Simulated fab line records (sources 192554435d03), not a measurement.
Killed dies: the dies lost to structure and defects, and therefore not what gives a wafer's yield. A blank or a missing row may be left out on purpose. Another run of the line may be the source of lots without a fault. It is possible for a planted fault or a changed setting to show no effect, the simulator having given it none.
fab line records | flow n5_finfet
record: lots: 3 | wafers: 9 | last_day: 15
route steps=1938 shown BEOL_M4@1099 BEOL_M5@1112 PASSIVATION@1915
lots that met no fault: from a run of the same line without faults
start_h: hours from the record's opening day to when the first of the lot's shown wafers began | wait_h: hours since the lot's step before | " unchanged from the row above | L1.1+2: one row covering several wafers at once | - no value, or no start was given | * or withheld: withheld | < > ~ a bound
route shown NAME@n: NAME is a module with steps in the file, n the number in the route of the first one | usual: mean/standard deviation taken from wafers without a fault | same: alike in all rows | chamber/n: place in a boat | sites: each site's reading | _std_site: the values' standard deviation | _edge_site: the outer-site mean with the inner-site mean subtracted | radius_mm: for every site, how far away it sits from the centre of the wafer | mask NAME#n: copy n | behind: the tool/chamber that last shaped the wafer | hold: the reason the lot was held/the length of the hold in hours/how it ended | device: the transistor (n, p or np) that didn't switch | end of line: tests of these same wafers at the route's end | step lacking rows: just its recipe | killed: dies lost to structure and defects at the first sort, not the wafer's yield | map: dies across one wafer; x = killed, . = not, _ = none there
set.NAME: setting as actually run; set.NAME@STEP: the setting as run at that earlier step | model.NAME: the simulator's own value behind a step, which no gauge read
lots at some steps of the route; a table a step, a row a wafer
services: the hour from which a tool's chamber was out of use, counted from the record's first day as start_h (under 0 if before that day), plus the number of hours and why
== steps ==
step: N5_BEOL_M4_ANNEAL_95
recipe: temp_c: 400 | time_s: 240 | ambient: vacuum
step: N5_BEOL_M4_SPUTTER_96
recipe: material: Cu | target_thk_a: 45 | temp_c: -20 | chamber_pressure_pa: 0.07 | power_w: withheld | time_s: 8.29
step: N5_BEOL_M4_ECD_50
recipe: material: Cu | target_thk_a: 3000
step: N5_BEOL_M4_ANNEAL_51
recipe: temp_c: 225 | time_s: 90 | ambient: N2
step: N5_BEOL_M4_CMP_52
recipe: stop_on: SiOC | t_overpolish_s: 6.8 | down_force_psi: 1 | platen_rpm: 50 | clearing_platen_down_force_psi: 1.5 | clearing_platen_rpm: 50 | post_cmp_clean: cu_alkaline | target_thk_nm: 40 | clearing_platen_pad_velocity_m_s: 0.99484 | pad_velocity_m_s: 0.99484
step: N5_BEOL_M4_PRE_CLEAN_60
recipe: gas: NH3/H2 | time_s: 15 | temp_c: * | rf_power_w: 300
step: N5_BEOL_M4_CO_CAP_55
recipe: material: Co | target_thk_a: 20 | temp_c: 200 | precursor: CCTBA/H2 | pressure_torr: 30 | time_s: 102.1
step: N5_BEOL_M4_PRE_CLEAN_56
recipe: gas: NH3 | time_s: 15 | temp_c: withheld | rf_power_w: 300
step: N5_BEOL_M4_DEP_57
recipe: material: SiCN | target_thk_a: 80 | temp_c: withheld | precursor: 3MS/NH3 | pressure_torr: 3 | rf_w: 202 | time_s: 14
step: N5_BEOL_M4_RC_MEAS_101
usual: DIBL_N: 37.2/2.5 | DIBL_P: 38/3 | IOFF_N: 0.17/0.044 | IOFF_P: 0.24/0.059 | ION_N: 667/13 | ION_P: 461/7.9 | SS_N: 71.8/0.86 | SS_P: 73.6/0.92 | VT_N: 250/4.1 | VT_P: -249/3.9
lot.wafer | tool      | chamber | start_h | wait_h | DIBL_N[mV/V] | DIBL_P[mV/V] | IOFF_N[nA/um] | IOFF_P[nA/um] | ION_N[uA/um] | ION_P[uA/um] | SS_N[mV/dec] | SS_P[mV/dec] | VT_N[mV] | VT_P[mV]
L193.2    | prober-01 | 0       | 203.35  | 0.2    | 33.8         | 35           | 0.11          | 0.16          | 638          | 445          | 71.5         | 73.7         | 256      | -252
L193.4    | "         | 0       | "       | "      | 36.5         | 39           | 0.17          | 0.25          | 674          | 462          | 71.5         | 74.5         | 248      | -249
L193.5    | "         | 0       | "       | "      | 35.1         | 37           | 0.15          | 0.21          | 673          | 458          | 70.7         | 73.8         | 249      | -250
L196.2    | prober-01 | 0       | 212.88  | 0.2    | 38.8         | 37           | 0.17          | 0.23          | 678          | 460          | 72.1         | 74.2         | 254      | -251
L196.3    | "         | 0       | "       | "      | 39.8         | 40           | 0.21          | 0.28          | 681          | 462          | 72.1         | 74.6         | 249      | -247
L196.4    | "         | 0       | "       | "      | 39.7         | 39           | 0.20          | 0.26          | 678          | 458          | 71.8         | 74.3         | 251      | -248
L202.2    | prober-02 | 0       | 242.71  | 0.2    | 35.9         | 38           | 0.15          | 0.24          | 671          | 465          | 71.9         | 73.7         | 250      | -249
L202.4    | "         | 0       | "       | "      | 39.3         | 41           | 0.22          | 0.29          | 675          | 463          | 72.7         | 75.1         | 244      | -248
L202.6    | "         | 0       | "       | "      | 37.0         | 38           | 0.16          | 0.23          | 664          | 460          | 72.7         | 74.3         | 251      | -250
step: N5_BEOL_M5_ILD_DEP_00
recipe: material: SiCOH_lowk | target_thk_a: 1406.4 | temp_c: 300 | precursor: DEMS/porogen | pressure_torr: 5 | rf_w: 500 | time_s: 25.9
step: N5_BEOL_M5_CURE_79
recipe: temp_c: 385 | time_s: 240 | ambient: He/Ar | material: SiCOH_lowk
step: N5_BEOL_M5_PECVD_70
recipe: material: SiO2 | target_thk_a: 160 | temp_c: 400 | precursor: TEOS/O2 | pressure_torr: 5.5 | rf_w: 450 | teos_flow_sccm: 53.8 | gas: O2 | flow_sccm: 3000 | time_s: 18
step: N5_BEOL_M5_HM_DEP_02
recipe: material: TiN | target_thk_a: 200 | temp_c: 25 | chamber_pressure_pa: 0.49996
step: N5_BEOL_M5_COAT_59
recipe: resist: SOC | temp_c: 250 | time_s: 60 | spin_rpm: 1500 | resist_thk_nm: 60
step: N5_BEOL_M5_COAT_60
recipe: resist: SiARC | temp_c: 220 | time_s: 60 | spin_rpm: 1500 | resist_thk_nm: 12
step: N5_BEOL_M5_COAT_71
recipe: resist: underlayer | temp_c: 205 | time_s: 60 | spin_rpm: 1500 | resist_thk_nm: 5
step: N5_BEOL_M5_COAT_05
recipe: resist: CAR-EUV | spin_rpm: 1500 | resist_thk_nm: 30
step: N5_BEOL_M5_EBR_07
recipe: solvent: PGMEA | ebr_width_mm: 1.5
step: N5_BEOL_M5_SOFTBAKE_06
recipe: temp_c: 110 | time_s: 60 | resist: CAR-EUV
step: N5_BEOL_M5_EXPOSE_08
recipe: mask_id: M5 | na: 0.33 | source_shape: annular | sigma_inner: 0.4 | sigma_outer: 0.8 | polarization: unpolarized | target_cd_nm: 28 | dose_mj: 35.75
step: N5_BEOL_M5_PEB_09
recipe: peb_temp_c: 100 | peb_time_s: 60 | resist: CAR-EUV
step: N5_BEOL_M5_DEVELOP_10
recipe: develop_time_s: 30 | developer: TMAH | resist: CAR-EUV | rinse_liquid: surfactant_rinse | dry: air_spin | dev_temp_c: 23
step: N5_BEOL_M5_DESCUM_16
recipe: chemistry: O2 | time_s: 7 | source_power_w: 50 | bias_power_w: 20 | pressure_mtorr: 20 | rf_frequency_hz: 2.712e+07 | temp_c: 40 | resist: CAR-EUV | o2_flow_sccm: 225
step: N5_BEOL_M5_ETCH_72
recipe: chemistry: N2/H2 | target: underlayer | target_depth_a: 65 | mask_material: CAR-EUV | time_s: 5.2 | ion_energy_ev: 200 | pressure_mtorr: 30 | source_w: 840 | bias_w: 150 | n2_flow_sccm: 200 | h2_flow_sccm: 200 | ends: cleared
step: N5_BEOL_M5_ETCH_61
recipe: chemistry: CF4 | target: SiARC | target_depth_a: 156 | mask_material: CAR-EUV | time_s: 26 | ion_energy_ev: 80 | pressure_mtorr: 40 | source_w: 545 | bias_w: 36 | Ar_flow_sccm: 100 | cf4_flow_sccm: 100 | ends: cleared
step: N5_BEOL_M5_ETCH_62
recipe: chemistry: N2/H2 | target: SOC | target_depth_a: 750 | overetch_a: 150 | mask_material: SiARC | temp_c: 40 | time_s: 112.5 | ion_energy_ev: 200 | pressure_mtorr: 30 | source_w: 840 | bias_w: 150 | n2_flow_sccm: 200 | h2_flow_sccm: 200
step: N5_BEOL_M5_STRIP_63
recipe: chemistry: N2/H2 | temp_c: 40 | n2_flow_sccm: 200 | h2_flow_sccm: 200 | rf_frequency_hz: 6e+07
step: N5_BEOL_M5_STRIP_73
recipe: chemistry: N2/H2 | temp_c: 40 | n2_flow_sccm: 200 | h2_flow_sccm: 200 | rf_frequency_hz: 6e+07
step: N5_BEOL_M5_STRIP_64
recipe: chemistry: CF4 | resist: SiARC | power_w: 300 | bias_power_w: 75 | pressure_mtorr: 50 | cf4_flow_sccm: 150 | rf_frequency_hz: 6e+07
step: N5_BEOL_M5_HM_OPEN_17
recipe: chemistry: Cl2/BCl3 | target_depth_a: 200 | overetch_a: 60 | target: TiN | mask_material: SOC | ion_energy_ev: 150 | pressure_mtorr: 10 | icp_w: 1000 | bias_w: 126 | Cl2_flow_sccm: 53.25 | bcl3_flow_sccm: 21.75 | Ar_flow_sccm: 25
step: N5_BEOL_M5_STRIP_19
recipe: chemistry: O2 | power_w: 400 | temp_c: 40 | pressure_mtorr: 30 | rf_frequency_hz: 6e+07 | bias_power_w: 0 | overash_fraction: 0.2 | o2_flow_sccm: 225
step: N5_BEOL_M5_COAT_65
recipe: resist: SOC | temp_c: 250 | time_s: 60 | spin_rpm: 1500 | resist_thk_nm: 60
step: N5_BEOL_M5_COAT_66
recipe: resist: SiARC | temp_c: 220 | time_s: 60 | spin_rpm: 1500 | resist_thk_nm: 12
step: N5_PASSIVATION_PECVD_53
recipe: material: SiO2 | target_thk_a: 8000 | temp_c: 400 | precursor: TEOS/O2 | pressure_torr: 6.5 | rf_w: withheld | teos_flow_sccm: withheld | gas: O2 | flow_sccm: 2650 | time_s: 169.4
usual: run_length_s: 197.3/0.66
lot.wafer | tool     | chamber | start_h | wait_h | run_length_s | model.SiO2_of_PASSIVATION_PECVD_53.thk_nm
L193.2    | pecvd-03 | 2       | 305.25  | 0.0    | 197.4        | 792.8
L193.4    | "        | 1       | "       | "      | 197.4        | 808.6
L193.5    | "        | 2       | "       | "      | 197.4        | 807
L196.2    | pecvd-03 | 1       | 321.04  | 0.0    | 359.3        | 1535
L196.3    | "        | 2       | "       | "      | 358.9        | 1558
L196.4    | "        | 1       | "       | "      | 359.6        | 1558
L202.2    | pecvd-04 | 0       | 344.13  | 0.0    | 198.8        | 786.6
L202.4    | "        | 2       | "       | "      | 196.6        | 806.8
L202.6    | "        | 1       | "       | "      | 197.5        | 814.4
step: N5_PASSIVATION_PROBE_49
usual: defect_limited_yield: 91.5/1.4 | killed_at_M0_to_M3: 32/11 | killed_at_M4_up: 12/4.4 | killed_at_contacts: 13/6.1 | killed_at_front_end: 39/12 | killed_at_other: 3.9/3 | killed_dies: 100/17 | killed_on_rim: 13/3.9 | killed_open: 66/12 | killed_short: 33/7.4 | sort_bin_5_function: 5.0/0.95 | sort_bin_6_memory: 3.2/0.66 | sort_bin_8_speed: 0.0/0.33 | sort_n_pass: 1079/17 | sort_yield_pct: 91.4/1.5
same: gross_dies: 1180 | killed_at_back_side: 0 | sort_bin_4_leakage[%]: 0
lot.wafer | tool      | chamber | start_h | wait_h | defect_limited_yield[%] | killed_at_M0_to_M3 | killed_at_M4_up | killed_at_contacts | killed_at_front_end | killed_at_other | killed_dies | killed_on_rim | killed_open | killed_short | sort_bin_5_function[%] | sort_bin_6_memory[%] | sort_bin_8_speed[%] | sort_n_pass | sort_yield_pct[%]
L193.2    | prober-01 | -       | 309.02  | 0.1    | 91.6                    | 22                 | 16              | 14                 | 45                  | 2               | 99          | 13            | 56          | 36           | 4.5                    | 3.1                  | 0.5                 | 1075        | 91.1
L193.4    | prober-01 | -       | 309.12  | 0.2    | 91.9                    | 33                 | 6               | 8                  | 46                  | 2               | 95          | 7             | 64          | 30           | 4.9                    | 2.8                  | 0                   | 1085        | 91.9
L193.5    | prober-01 | -       | 309.17  | 0.2    | 92.3                    | 12                 | 17              | 20                 | 41                  | 1               | 91          | 10            | 63          | 27           | 4.7                    | 2.7                  | 0                   | 1089        | 92.3
L196.2    | prober-02 | -       | 324.87  | 0.1    | 0                       | 43                 | 6               | 18                 | 56                  | 1057            | 1180        | 152           | 77          | 44           | 95.4                   | 4.2                  | 0                   | 0           | 0
L196.3    | prober-02 | -       | 324.92  | 0.1    | 0                       | 32                 | 7               | 12                 | 43                  | 1086            | 1180        | 152           | 65          | 41           | 96.7                   | 3.3                  | 0                   | 0           | 0
L196.4    | prober-02 | -       | 324.97  | 0.2    | 0                       | 49                 | 12              | 7                  | 33                  | 1079            | 1180        | 152           | 69          | 33           | 95.3                   | 4.4                  | 0                   | 0           | 0
killed by level:class
L193.2 MOL_CONTACT_COAG:geometric_particle:open=11 DUMMY_GATE:geometric_particle:open=6 GATE_CUT:geometric_particle:short=6 HKMG_FIN:area_etch=6 FIN_SAQP:geometric_particle:short=5 ILD0:geometric_particle:short=5 BEOL_M0_SAQP:geometric_particle:short=5 BEOL_M1:geometric_particle:open=5
L193.4 STI_FIN_REVEAL:geometric_particle:open=17 BEOL_M2:geometric_particle:open=11 BEOL_M1:geometric_particle:open=10 GATE_CUT:geometric_particle:open=6 GATE_CUT:geometric_particle:short=6 STI_FIN_REVEAL:geometric_particle:short=4 MOL_CONTACT_COAG:geometric_particle:short=4 BEOL_M0_SAQP:geometric_particle:short=4
L193.5 MOL_CONTACT_COAG:geometric_particle:open=16 FIN_SAQP:geometric_particle:open=7 DUMMY_GATE:geometric_particle:open=7 FIN_SAQP:geometric_particle:short=6 GATE_CUT:geometric_particle:short=6 BEOL_M4:geometric_particle:open=6 BEOL_M5:geometric_particle:open=5 STI_FIN_REVEAL:geometric_particle:open=4
L196.2 PASSIVATION:area_pecvd=1055 MOL_CONTACT_COAG:geometric_particle:open=15 FIN_SAQP:geometric_particle:open=11 FIN_SAQP:geometric_particle:short=10 BEOL_M0_SAQP:geometric_particle:open=10 BEOL_M0_SAQP:geometric_particle:short=9 BEOL_M2:geometric_particle:open=7 BEOL_M3:geometric_particle:open=6
L196.3 PASSIVATION:area_pecvd=1072 BEOL_M0_SAQP:geometric_particle:short=10 MOL_CONTACT_COAG:geometric_particle:open=9 FIN_SAQP:geometric_particle:open=8 BEOL_M0_SAQP:geometric_particle:open=8 GATE_CUT:geometric_particle:short=7 MIM_TOP:geometric_particle:short=7 DUMMY_GATE:geometric_particle:open=6
L196.4 PASSIVATION:area_pecvd=1078 BEOL_M0_SAQP:geometric_particle:open=11 BEOL_M3:geometric_particle:open=11 BEOL_M1:geometric_particle:open=10 BEOL_M0_SAQP:geometric_particle:short=8 FIN_SAQP:geometric_particle:open=6 STI_FIN_REVEAL:geometric_particle:open=5 STARTING-WAFER:geometric_particle:short=4
map L196.2 (x killed, . not)
_________________xxxxxxxxxxxx________________
______________xxxxxxxxxxxxxxxxxx_____________
___________xxxxxxxxxxxxxxxxxxxxxxxx__________
__________xxxxxxxxxxxxxxxxxxxxxxxxxx_________
________xxxxxxxxxxxxxxxxxxxxxxxxxxxxxx_______
_______xxxxxxxxxxxxxxxxxxxxxxxxxxxxxxxx______
______xxxxxxxxxxxxxxxxxxxxxxxxxxxxxxxxxx_____
_____xxxxxxxxxxxxxxxxxxxxxxxxxxxxxxxxxxxx____
____xxxxxxxxxxxxxxxxxxxxxxxxxxxxxxxxxxxxxx___
___xxxxxxxxxxxxxxxxxxxxxxxxxxxxxxxxxxxxxxxx__
___xxxxxxxxxxxxxxxxxxxxxxxxxxxxxxxxxxxxxxxx__
__xxxxxxxxxxxxxxxxxxxxxxxxxxxxxxxxxxxxxxxxxx_
__xxxxxxxxxxxxxxxxxxxxxxxxxxxxxxxxxxxxxxxxxx_
_xxxxxxxxxxxxxxxxxxxxxxxxxxxxxxxxxxxxxxxxxxxx
_xxxxxxxxxxxxxxxxxxxxxxxxxxxxxxxxxxxxxxxxxxxx
_xxxxxxxxxxxxxxxxxxxxxxxxxxxxxxxxxxxxxxxxxxxx
_xxxxxxxxxxxxxxxxxxxxxxxxxxxxxxxxxxxxxxxxxxxx
_xxxxxxxxxxxxxxxxxxxxxxxxxxxxxxxxxxxxxxxxxxxx
_xxxxxxxxxxxxxxxxxxxxxxxxxxxxxxxxxxxxxxxxxxxx
_xxxxxxxxxxxxxxxxxxxxxxxxxxxxxxxxxxxxxxxxxxxx
_xxxxxxxxxxxxxxxxxxxxxxxxxxxxxxxxxxxxxxxxxxxx
__xxxxxxxxxxxxxxxxxxxxxxxxxxxxxxxxxxxxxxxxxx_
__xxxxxxxxxxxxxxxxxxxxxxxxxxxxxxxxxxxxxxxxxx_
___xxxxxxxxxxxxxxxxxxxxxxxxxxxxxxxxxxxxxxxx__
___xxxxxxxxxxxxxxxxxxxxxxxxxxxxxxxxxxxxxxxx__
____xxxxxxxxxxxxxxxxxxxxxxxxxxxxxxxxxxxxxx___
_____xxxxxxxxxxxxxxxxxxxxxxxxxxxxxxxxxxxx____
______xxxxxxxxxxxxxxxxxxxxxxxxxxxxxxxxxx_____
_______xxxxxxxxxxxxxxxxxxxxxxxxxxxxxxxx______
________xxxxxxxxxxxxxxxxxxxxxxxxxxxxxx_______
__________xxxxxxxxxxxxxxxxxxxxxxxxxx_________
___________xxxxxxxxxxxxxxxxxxxxxxxx__________
______________xxxxxxxxxxxxxxxxxx_____________
_________________xxxxxxxxxxxx________________
map L193.2 (x killed, . not)
_________________...x........________________
______________.....x............_____________
___________x..x........x..x....x...__________
__________...........x..........x..._________
________..........................x..._______
_______..x.................x.x.........______
______.................................._____
_____..........x....x....................____
____....x.................x......x........___
___...................x............x.......__
___...................x..x.................__
__........x..........xx...x..x.x.........x.._
__....x...................x................._
_x.............x................x.......x....
_..........x.....x...........................
_.......x..........x...x......x...........x..
_x....x..x..........x.....x..................
_.........x...x........x..................x..
_..........x....................x......x.....
_....x..................x.x....xx........x...
_.............x.............................x
__........x..x..x....x.........x..x........._
__....x.......x.........x.......x..........._
___.........x..............................__
___.x......x........................x......__
____...x.....x..................x.....x...___
_____......x.x......x.......x..x.........____
______.........................x........_____
_______...........x......x...x........x______
________............x................._______
__________x....x...............x...._________
___________x........x............x.__________
______________........x........._____________
_________________...........x________________
== services ==
tool     | chamber | start_h | hours | kind
pecvd-03 | 2       | 281.80  | 4.3   | repair
pecvd-03 | -       | 307.84  | 0.5   | repair
pecvd-03 | 0       | 320.29  | 13.8  | repair
pecvd-04 | 2       | 331.10  | 2.1   | scheduled_down
pecvd-03 | 2       | 337.13  | 2.1   | scheduled_down
== key ==
first_sign: step: N5_PASSIVATION_PECVD_53 | reading: run_length_s | direction: up | sigmas: 99+ | usual: * | struck: *
effect: step: N5_PASSIVATION_PROBE_49 | reading: killed_at_other | direction: up | sigmas: 99+ | usual: 3.9 | struck: 1074
model_effect: step: N5_PASSIVATION_PECVD_53 | value: SiO2_of_PASSIVATION_PECVD_53.thk_nm | without: 790.1 | struck: 1550
more_kills_born_at: N5_PASSIVATION_PECVD_53@pecvd-03: 3205
met_at N5_PASSIVATION_PECVD_53
struck_wafers L196.2,L196.3,L196.4
later_rows_left_out L196.2,L196.3,L196.4
onset_between 305.25 321.04
fault: kind: process_parameter_drift | tool: pecvd-03 | chamber: - | onset_h: 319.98 | steps: N5_PASSIVATION_PECVD_53 | channel: time_s | offset: * | shape: step | acts_in: * | stated: *
later_rows_left_out: the simulator's readings of these wafers behind a module that went badly wrong aren't trusted and aren't shown, but for the sort
